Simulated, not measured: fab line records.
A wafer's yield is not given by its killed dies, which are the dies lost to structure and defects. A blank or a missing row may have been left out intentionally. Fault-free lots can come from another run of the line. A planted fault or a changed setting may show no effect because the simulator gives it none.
A lot that was struck, set against a sound lot :: flow nand_harc :: 14 out of 1302 route steps
Sound: these wafers, L939.3, L939.4, L939.5. Wafers struck: L949.2, L949.4, L949.6. At the end, the cause is stated.
Each step with rows lists, per side, the tool, then ch with its chambers, then its first start. Under that, the readings that differ: sound wafers :: struck wafers :: difference of the means :: sigmas: that difference in standard deviations of wafers without a fault.
alike: same words and numbers on both sides, and readings whose means sit less than 2 such deviations apart. not compared: any withheld reading, any reading some wafer has no value for, any bound like >300 that may hide the same value, and any number with overlapping values for which the record gives no deviation.
A row with sigmas, a row that says differs or no value, or rows on one side alone: a step with any of these is where the two part. Numbers that don't overlap but have no deviation are shown without sigmas and don't part them. A reading missing from all wafers of one side parts the sides only when that side holds two or more wafers.

first, 2 steps without rows for these wafers: NHARC_A_SOURCE_PLATE_SRD_01; NHARC_A_SOURCE_PLATE_OXIDE_02 (material SiO2, target thk 10 nm, ox time 1362 s).
NHARC_A_SOURCE_PLATE_THK_MEAS_09: measures by ellipsometry.
  sound: film_metro-02 at day 8 01:39; struck: film_metro-02 at day 12 05:58
  alike: thk_nm
then, 3 steps without rows for these wafers: NHARC_A_SOURCE_PLATE_PVD_04 (deposits WSi2, target thk 50 nm); NHARC_A_SOURCE_PLATE_CVD_03 (deposits poly-Si, target thk 200 nm, time 4000 s); NHARC_A_SOURCE_PLATE_ANNEAL_05 (time 1800 s).
NHARC_A_SOURCE_PLATE_THK_MEAS_06: measures by ellipsometry.
  sound: film_metro-02 at day 8 14:10; struck: film_metro-02 at day 12 18:56
  alike: thk_nm
NHARC_A_SOURCE_PLATE_INSPECT_08:
  sound: defect_inspect-01 at day 8 14:16; struck: defect_inspect-01 at day 12 19:01
  alike: raw_defect_count
following that, 1 step holds no rows for these wafers, namely NHARC_A_ONON_D1_DEP_00 (target thickness 1000 nm).
NHARC_A_ONON_D1_THK_MEAS_02: measures by ellipsometry.
  sound: film_metro-02 at day 8 14:51; struck: film_metro-02 at day 12 19:35
  alike: thk_nm
NHARC_A_ONON_D1_DEP_03: target thk 1000 nm.
  sound on pecvd_onon-02 ch 0, day 8 15:01; struck on pecvd_onon-02 ch 0, day 12 19:42
NHARC_A_ONON_D1_THK_MEAS_05: measures by ellipsometry.
  sound: film_metro-02 at day 8 15:25; struck: film_metro-02 at day 12 20:09
reading: thk_nm (nm)
sound: 1004 1000 1002
struck: 1555 1556 1555
difference: +553
sigmas: +57
following that, 1 step holds no rows for these wafers, namely NHARC_A_ONON_D1_DEP_06 (target thickness 1000 nm).
-- break in the record here, with 17 days between the starts of the struck wafers on either side (left off in module A_ONON_D1, picked up again in module END, where the first step shown is number 1302 on the route) --
NHARC_END_SORT_01:
  the record has rows for the struck wafers here (prober-02 ch 0, day 29 18:44) and none for the sound ones

== WHERE THEY PART ==
Last at NHARC_END_SORT_01 as far as this record goes, first at NHARC_A_ONON_D1_THK_MEAS_05.

WHY: what had been put in by the simulator
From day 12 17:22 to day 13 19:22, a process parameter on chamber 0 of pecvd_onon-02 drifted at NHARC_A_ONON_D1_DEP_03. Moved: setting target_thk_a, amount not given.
